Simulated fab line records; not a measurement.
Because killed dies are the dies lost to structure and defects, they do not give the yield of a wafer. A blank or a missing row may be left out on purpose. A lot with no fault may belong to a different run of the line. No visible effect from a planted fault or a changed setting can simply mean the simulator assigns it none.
fab line records    flow n5-finfet
[record] lots = 4  wafers = 11  last-day = 18
route steps=1938 shown BEOL_M5@1185 BEOL_M6@1194
lots that met no fault: taken from a fault-free run of the same line
start-h: hours from the record's opening day to when the first of the lot's shown wafers began    wait-h: time in hours since the lot's previous step    " identical to the entry in the row above    L1.1+2: several wafers, shown together as one row    - either no value or no given start    * or withheld: withheld    < > ~ a bound
route shown NAME@n: a module of which the file shows steps, and the number in the route of the first    usual: mean/standard deviation of fault-free wafers    same: alike in all rows    chamber/n: place in a boat    sites: each site's reading    _std_site: standard deviation of those values    _edge_site: the outer-site mean with the inner-site mean subtracted    radius-mm: for every site, how far away it sits from the centre of the wafer    mask NAME#n: copy n    behind: tool/chamber where the wafer was last shaped    hold: what put the lot on hold/how long, in hours/how the hold closed    device: which transistor (n, p or np) failed to switch    end of line: the route-end tests of the same wafers    where a step has no rows: the recipe by itself    killed: at the first sort, the dies lost to defects and structure; wafer yield is something else    map: a wafer's dies, marking killed ones x, the rest . and places with no die _
set.NAME: the setting as run; set.NAME@STEP: as run at that earlier step    model.NAME: the simulator's own value behind a step, which no gauge read
certain route steps with their lots: each step a table, each wafer a row
services: from which hour (start-h, from the record's first day; less than 0 if before it) a tool's chamber was out of use, for how many hours, and why
[[steps]]
[step N5_BEOL_M5_ANNEAL_51]
[recipe] temp-c = 225  time-s = 90  ambient = N2
[step N5_BEOL_M5_CMP_52]
[recipe] stop-on = SiCOH_lowk  t-overpolish-s = 6.9  down-force-psi = 1  platen-rpm = 50  clearing-platen-down-force-psi = 1.5  clearing-platen-rpm = 50  post-cmp-clean = cu-alkaline  target-thk-nm = 62  clearing-platen-pad-velocity-m-s = 0.99484  pad-velocity-m-s = 0.99484
[step N5_BEOL_M5_PRE_CLEAN_77]
[recipe] gas = NH3/H2  time-s = 15  temp-c = *  rf-power-w = 300
[step N5_BEOL_M5_CO_CAP_78]
[recipe] material = Co  target-thk-a = 20  temp-c = 200  precursor = CCTBA/H2  pressure-torr = 30  time-s = 102.1
[step N5_BEOL_M5_PRE_CLEAN_55]
[recipe] gas = NH3  time-s = 15  temp-c = withheld  rf-power-w = 300
[step N5_BEOL_M5_DEP_56]
[recipe] material = SiCN  target-thk-a = 80  temp-c = withheld  precursor = 3MS/NH3  pressure-torr = 3  rf-w = 202  time-s = 14
[step N5_BEOL_M6_ILD_DEP_00]
[recipe] material = SiCOH_lowk  target-thk-a = 1797.5  temp-c = 300  precursor = DEMS/porogen  pressure-torr = 5  rf-w = 500  time-s = 33.4
[step N5_BEOL_M6_CURE_74]
[recipe] temp-c = 385  time-s = 240  ambient = He/Ar  material = SiCOH_lowk
[step N5_BEOL_M6_PECVD_70]
[recipe] material = SiO2  target-thk-a = 200  temp-c = 400  precursor = TEOS/O2  pressure-torr = 5.5  rf-w = 450  teos-flow-sccm = 53.8  gas = O2  flow-sccm = 3000  time-s = 22.7
[usual] heater-power-w = 699/120  showerhead-plenum-p-Torr = 8.77/0.067  throttle-valve-pct = 22.9/1.7
lot.wafer  tool      chamber  start-h  wait-h  heater-power-w  showerhead-plenum-p-Torr  throttle-valve-pct  model.SiO2_of_BEOL_M6_PECVD_70.thk-nm
L103.2     pecvd-03  1        201.40   0.0     533             8.74                      21.9                20
L103.5     "         1        "        "       546             8.77                      22.1                20.4
L103.6     "         0        "        "       786             8.74                      23.7                20.2
L109.2     pecvd-03  0        230.90   0.0     887             8.74                      23.6                12.8
L109.3     "         1        "        "       518             8.76                      22.1                19.6
L109.6     "         2        "        "       572             8.82                      20.7                19.6
L113.1     pecvd-03  0        247.39   0.0     910             8.71                      23.9                19.8
L113.2     "         1        "        "       538             8.75                      22.2                13
L125.4     pecvd-04  2        335.63   0.1     671             8.76                      20.7                20
L125.5     "         0        "        "       801             8.79                      23.6                20
L125.6     "         1        "        "       708             8.74                      21.8                20
[step N5_BEOL_M6_HM_DEP_02]
[recipe] material = TiN  target-thk-a = 200  temp-c = 25  chamber-pressure-pa = 0.49996
[step N5_BEOL_M6_COAT_59]
[recipe] resist = SOC  temp-c = 250  time-s = 60  spin-rpm = 1500  resist-thk-nm = 100
[step N5_BEOL_M6_COAT_60]
[recipe] resist = SiARC  temp-c = 220  time-s = 60  spin-rpm = 1500  resist-thk-nm = 35
[step N5_BEOL_M6_COAT_05]
[recipe] resist = CAR-ArF  spin-rpm = 1500  resist-thk-nm = 90
[step N5_BEOL_M6_EBR_07]
[recipe] solvent = PGMEA  ebr-width-mm = 1.5
[step N5_BEOL_M6_SOFTBAKE_06]
[recipe] temp-c = 110  time-s = 60  resist = CAR-ArF
[step N5_BEOL_M6_EXPOSE_08]
[recipe] mask-id = M6  na = 1.35  source-shape = dipole  sigma-inner = 0.817  sigma-outer = 0.97  polarization = te  dose-mj = 68.25
[step N5_BEOL_M6_PEB_09]
[recipe] peb-temp-c = withheld  peb-time-s = 60  resist = CAR-ArF
[step N5_BEOL_M6_DEVELOP_10]
[recipe] develop-time-s = 30  developer = TMAH  resist = CAR-ArF  rinse-liquid = diw  dry = air-spin  dev-temp-c = 23
[step N5_BEOL_M6_DESCUM_16]
[recipe] chemistry = O2  time-s = 7.9  source-power-w = 50  bias-power-w = 20  pressure-mtorr = 20  rf-frequency-hz = 2.712e+07  temp-c = 40  resist = CAR-ArF  o2-flow-sccm = 225
[step N5_BEOL_M6_ETCH_61]
[recipe] chemistry = CF4  target = SiARC  target-depth-a = 455  mask-material = CAR-ArF  time-s = 75.8  ion-energy-ev = 80  pressure-mtorr = 40  source-w = 545  bias-w = 36  Ar_flow_sccm = 100  cf4-flow-sccm = 100  ends = cleared
[step N5_BEOL_M6_ETCH_62]
[recipe] chemistry = N2/H2  target = SOC  target-depth-a = 1100  overetch-a = 220  mask-material = SiARC  temp-c = 40  time-s = 165  ion-energy-ev = 200  pressure-mtorr = 30  source-w = 840  bias-w = 150  n2-flow-sccm = 200  h2-flow-sccm = 200
[step N5_BEOL_M6_STRIP_68]
[recipe] chemistry = N2/H2  temp-c = 40  n2-flow-sccm = 200  h2-flow-sccm = 200  rf-frequency-hz = 6e+07
[step N5_BEOL_M6_STRIP_67]
[recipe] chemistry = CF4  resist = SiARC  power-w = 300  bias-power-w = 75  pressure-mtorr = 50  cf4-flow-sccm = 150  rf-frequency-hz = 6e+07
[step N5_BEOL_M6_HM_OPEN_17]
[recipe] chemistry = Cl2/BCl3  target-depth-a = 200  overetch-a = 60  target = TiN  mask-material = SOC  ion-energy-ev = 150  pressure-mtorr = 10  icp-w = 1000  bias-w = 126  Cl2_flow_sccm = 53.25  bcl3-flow-sccm = 21.75  Ar_flow_sccm = 25
[step N5_BEOL_M6_STRIP_19]
[recipe] chemistry = O2  power-w = 400  temp-c = 40  pressure-mtorr = 30  rf-frequency-hz = 6e+07  bias-power-w = 0  overash-fraction = 0.2  o2-flow-sccm = 225
[step N5_BEOL_M6_COAT_63]
[recipe] resist = SOC  temp-c = 250  time-s = 60  spin-rpm = 1500  resist-thk-nm = 60
[step N5_BEOL_M6_COAT_64]
[recipe] resist = SiARC  temp-c = 220  time-s = 60  spin-rpm = 1500  resist-thk-nm = 12
[step N5_BEOL_M6_COAT_71]
[recipe] resist = underlayer  temp-c = 205  time-s = 60  spin-rpm = 1500  resist-thk-nm = 5
[step N5_BEOL_M6_COAT_22]
[recipe] resist = CAR-EUV  spin-rpm = 1500  resist-thk-nm = 30
[step N5_BEOL_M6_EBR_24]
[recipe] solvent = PGMEA  ebr-width-mm = 1.5
[step N5_BEOL_M6_SOFTBAKE_23]
[recipe] temp-c = 110  time-s = 60  resist = CAR-EUV
[step N5_BEOL_M6_EXPOSE_25]
[recipe] mask-id = V5  na = 0.33  source-shape = annular  sigma-inner = 0.4  sigma-outer = 0.8  polarization = unpolarized  target-cd-nm = 40  dose-mj = 45
[step N5_BEOL_M6_PEB_26]
[recipe] peb-temp-c = 100  peb-time-s = 60  resist = CAR-EUV
[step N5_BEOL_M6_DEVELOP_27]
[recipe] develop-time-s = 30  developer = TMAH  resist = CAR-EUV  rinse-liquid = surfactant-rinse  dry = air-spin  dev-temp-c = 23
[step N5_BEOL_M6_HM_STRIP_39]
[recipe] chemistry = peroxide-tin-strip  material = TiN  target-depth-a = 250  temp-c = 50  time-s = 158
[same] time-s = 158
lot.wafer   tool          chamber  start-h  wait-h  model.SiO2_of_BEOL_M6_PECVD_70.thk-nm
L103.2      wet-bench-05  6        205.90   0.0     19.8
L103.5+6    "             5,2      "        "       20.2
L109.2      wet-bench-05  6        237.74   0.0     12.6
L109.3      "             3        "        "       19.4
L109.6      "             2        "        "       19.6
L113.1      wet-bench-05  6        252.61   0.0     19.6
L113.2      "             2        "        "       12.8
L125.4+5+6  wet-bench-05  0,7,1    341.33   0.0     19.8
[step N5_BEOL_M6_CMP_52]
[recipe] stop-on = SiCOH_lowk  t-overpolish-s = 6.9  down-force-psi = 1  platen-rpm = 50  clearing-platen-down-force-psi = 1.5  clearing-platen-rpm = 50  post-cmp-clean = cu-alkaline  target-thk-nm = 80  clearing-platen-pad-velocity-m-s = 0.99484  pad-velocity-m-s = 0.99484
[usual] barrier-field-endpoint-s = 28.8/0.81  motor-current-A = 6.0/0.67  retaining-ring-pressure-frac = 1.001/0.0048
lot.wafer  tool    chamber  start-h  wait-h  barrier-field-endpoint-s  motor-current-A  retaining-ring-pressure-frac
L103.2     cmp-02  1        208.97   0.2     28.3                      6.0              0.996
L103.6     "       0        "        "       28.5                      6.8              0.999
L103.5     "       1        "        "       29.2                      5.7              1.001
L109.2     cmp-03  1        241.63   0.2     20.9                      5.7              0.999
L109.3     "       3        "        "       28.3                      6.1              0.998
L109.6     "       1        "        "       29.1                      5.9              1.003
L113.1     cmp-03  1        255.51   0.3     28.8                      5.5              1.001
L113.2     "       3        "        "       20.0                      6.2              0.998
L125.4     cmp-01  0        343.85   0.2     28.2                      5.9              0.996
L125.6     "       3        "        "       27.8                      5.6              1.002
L125.5     "       0        "        "       27.2                      6.1              0.998
[[services]]
tool      chamber  start-h  hours  kind
pecvd-04  1        178.00   2.1    scheduled-down
cmp-01    -        179.11   2.5    repair
pecvd-04  2        180.13   2.1    scheduled-down
cmp-02    -        183.37   4.0    pm
cmp-02    -        187.37   -      consumable-replace:conditioner
cmp-01    -        192.70   7.2    repair
pecvd-03  2        209.24   13.2   repair
pecvd-04  0        214.44   25.6   repair
cmp-02    -        223.26   4.3    pm
cmp-02    -        227.88   1.6    repair
cmp-01    -        234.04   3.7    pm
pecvd-04  2        242.61   6.9    repair
pecvd-03  1        260.12   40.9   repair
cmp-03    -        274.80   4.0    pm
pecvd-03  -        276.82   6.0    pm
cmp-03    -        278.80   -      consumable-replace:conditioner
cmp-03    -        278.80   -      consumable-replace:pad
cmp-01    -        288.82   1.2    repair
pecvd-04  2        289.93   9.3    repair
pecvd-03  -        298.20   0.8    repair
cmp-03    -        298.26   0.7    repair
cmp-01    -        310.90   4.0    pm
pecvd-03  0        336.45   5.0    scheduled-down
cmp-03    -        343.51   2.6    repair
[[key]]
[first-sign] step = N5_BEOL_M6_CMP_52  reading = barrier-field-endpoint-s  direction = down  sigmas = 10  usual = 28.8  struck = 20.4
effect none on later readings
[model-effect] step = N5_BEOL_M6_PECVD_70  value = SiO2_of_BEOL_M6_PECVD_70.thk-nm  without = 19.8  struck = 12.9
[model-effect] step = N5_BEOL_M6_HM_STRIP_39  value = SiO2_of_BEOL_M6_PECVD_70.thk-nm  without = 19.7  struck = 12.7
met-at N5_BEOL_M6_PECVD_70
struck-wafers L109.2,L113.2
[baseline-loss] step = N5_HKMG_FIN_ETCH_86  wafers = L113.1
onset-between 201.40 230.90
[fault] kind = process-parameter-drift  tool = pecvd-03  chamber = -  onset-h = 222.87  steps = N5_BEOL_M6_PECVD_70  channel = time-s  offset = *  shape = step  end-h = 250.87  scope = struck-wafers-only  acts-in = *  stated = *
// baseline-loss: these wafers lose ten dies or more at that step, a loss of the line's own and not of a fault; the sort's usual values leave them out
